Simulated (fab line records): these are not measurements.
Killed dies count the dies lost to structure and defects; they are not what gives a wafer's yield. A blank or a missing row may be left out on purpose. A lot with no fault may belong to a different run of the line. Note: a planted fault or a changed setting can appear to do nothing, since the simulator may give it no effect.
A struck lot beside a sound one | flow n5-finfet | 15 steps out of a route of 1938
Sound: wafers L172.1, L172.2, L172.4. Wafers struck: L180.2, L180.4, L180.6. The cause is given at the end.
For every step that has rows: the tool of each side, followed by ch and its chambers, followed by its first start. Under that, the readings that differ: sound wafers | struck wafers | difference of the means | sigmas: that difference in standard deviations of wafers without a fault.
alike: readings with means less than 2 such deviations apart, plus words and numbers identical on both sides. not compared: withheld readings, readings lacking a value on some wafer, bounds such as >300 that could conceal the same value, and numbers that have no deviation in the record and whose values overlap.
Wherever a step has rows on one side only, a row that says differs or no value, or a row with sigmas, the two part there. Non-overlapping numbers with no deviation appear without sigmas and do not part them. A reading that every wafer of one side lacks parts them only if that side has two wafers or more.

N5_BEOL_M13_PRE_CLEAN_42: time 30 s.
  struck on pvd-sputter-01, day 13 23:12; sound on pvd-sputter-02, day 12 11:10
  alike: heater-power-w, susceptor-temp-C
N5_BEOL_M13_SPUTTER_43: material TaN, target thk 15 nm, time 24.19 s.
  struck on pvd-sputter-01, day 13 23:17; sound on pvd-sputter-02, day 12 11:13
  alike: cathode-dc-power-W, susceptor-temp-C, throttle-valve-pct
N5_BEOL_M13_SPUTTER_44: material Ta, target thk 10 nm, time 16.13 s.
  struck on pvd-sputter-01, day 13 23:26; sound on pvd-sputter-02, day 12 11:17
  alike: cathode-dc-power-W, susceptor-temp-C, throttle-valve-pct
then, 2 steps without rows for these wafers: N5_BEOL_M13_SPUTTER_45 (material Cu, target thk 80 nm, time 13.33 s); N5_BEOL_M13_ECD_47 (material Cu, target thk 936 nm).
N5_BEOL_M13_ANNEAL_48: time 90 s.
  sound on rtp-anneal-02 ch 0, day 12 11:39; struck on rtp-anneal-01 ch 0, day 14 01:53
  alike: anneal-temp-c, wafer_temp_C_max
then, 1 step without rows for these wafers: N5_BEOL_M13_CMP_49 (polishes, stops on SiOC, t overpolish 17.1 s, target thk 420 nm).
N5_BEOL_M13_THK_MEAS_50: measures by xrf.
  struck on film-metro-02, day 14 02:26; sound on film-metro-02, day 12 12:14
  alike: M13_THK
then, 1 step without rows for these wafers: N5_BEOL_M13_PRE_CLEAN_52 (time 15 s).
N5_BEOL_M13_DEP_53: deposits SiCN from 3MS/NH3, target thk 50 nm, time 17.8 s.
  sound on pecvd-04 ch 1,2, day 12 12:18; struck on pecvd-02 ch 0,1,2, day 14 02:29
  alike: chamber-pressure-Torr, showerhead-plenum-p-Torr, showerhead-vpp-V, throttle-valve-pct
  not compared: since-wet-clean-h
N5_BEOL_M13_RS_MEAS_54: measurement is done with a four-point probe.
  struck on film-metro-02, day 14 02:34; sound on film-metro-02, day 12 12:22
  alike: M13_RS
N5_BEOL_M13_INSPECT_55: inspects for defects (darkfield).
  struck on defect-inspect-01, day 14 02:35; sound on defect-inspect-02, day 12 12:23
  alike: raw-defect-count
N5_BEOL_M14_ILD_DEP_00: deposits SiO2 from TEOS/O2, target thk 1119.3 nm, time 237.4 s.
  sound on pecvd-03 ch 0,2, day 12 12:26; struck on pecvd-03 ch 0,1,2, day 14 02:37
  reading              | sound                | struck               | difference | sigmas
  susceptor-temp-C (C) | 400.40 400.17 400.19 | 401.27 401.34 401.03 | +0.96      | +4
  alike: chamber-pressure-Torr, heater-power-w, showerhead-plenum-p-Torr, showerhead-vpp-V, throttle-valve-pct
  not compared: since-wet-clean-h
N5_BEOL_M14_THK_MEAS_01:
  struck on film-metro-02, day 14 02:49; sound on film-metro-01, day 12 12:37
  alike: M14_ILD_THK
N5_PASSIVATION_PROBE_49:
  sound wafers here have rows in the record (prober-01, day 13 17:31); struck ones have none

## WHERE THEY PART
First at N5_BEOL_M14_ILD_DEP_00; last, within this record, at N5_PASSIVATION_PROBE_49.

WHY: what had been put in by the simulator
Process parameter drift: pecvd-03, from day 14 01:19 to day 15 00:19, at N5_BEOL_M14_ILD_DEP_00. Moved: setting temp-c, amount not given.
